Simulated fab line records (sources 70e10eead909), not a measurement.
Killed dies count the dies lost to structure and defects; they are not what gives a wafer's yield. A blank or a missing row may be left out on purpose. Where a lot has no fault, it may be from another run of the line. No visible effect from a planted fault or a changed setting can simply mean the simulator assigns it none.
Matching of chambers    flow nand harc    NHARC_A_WL_FILL_ETCHBACK_26 on rie si-05 has 4 sister chambers
The step etches the open film in HBr, target depth 52 nm, time 13.3 s. 8 wafers are shown with their chamber, then 7 later ones without.

WAFERS WITH THEIR CHAMBER
wafer   chamber  rf fwd power W (W)  oes product au (a.u.)
L083.1  2        344.8               1.013
L083.3  3        344.9               1.001
L083.5  0        342.3               1.010
L087.1  3        342.5               1.003
L087.3  1        343.8               0.995
L087.5  0        339.5               0.999
L089.1  1        341.1               1.001
L089.2  2        341.9               1.010

WAFERS MISSING THEIR CHAMBER
wafer   rf fwd power W (W)  oes product au (a.u.)
L089.5  344.0               0.995
L090.1  342.6               1.009
L090.3  342.9               0.998
L090.6  340.9               1.012
L094.1  345.1               0.990
L094.4  341.5               1.018
L094.6  339.5               1.012

EACH ONE'S CHAMBER
wafer   from the rows above                in truth
L089.5  can't be placed: 1 or 3 or 0       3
L090.1  can't be placed: 2 or 0 or 3 or 1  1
L090.3  can't be placed: 1 or 3 or 0       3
L090.6  can't be placed: 2 or 0 or 3 or 1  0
L094.1  can't be placed: 1 or 3 or 0       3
L094.4  can't be placed: 2 or 0 or 3       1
L094.6  can't be placed: 0 or 2 or 3 or 1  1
Placed correctly: 0 of 7. These rows do not allow placing 7 (true chamber among the candidates in 6). 0 placed wrongly.
How it was worked out, from the rows above alone: a wafer's distance from a chamber is the root of the sum, over the readings, of the square of ((its reading less the chamber's mean) divided by the reading's scatter). The wafer belongs to the nearest chamber; if the next one is less than 2 further off, it can't be placed. For every chamber, the mean is computed from those of its wafers that are shown. How the scatter is found: for the shown wafers, subtract from each reading the mean of its chamber, square and add these, divide the total by (wafers less chambers), then take the root.
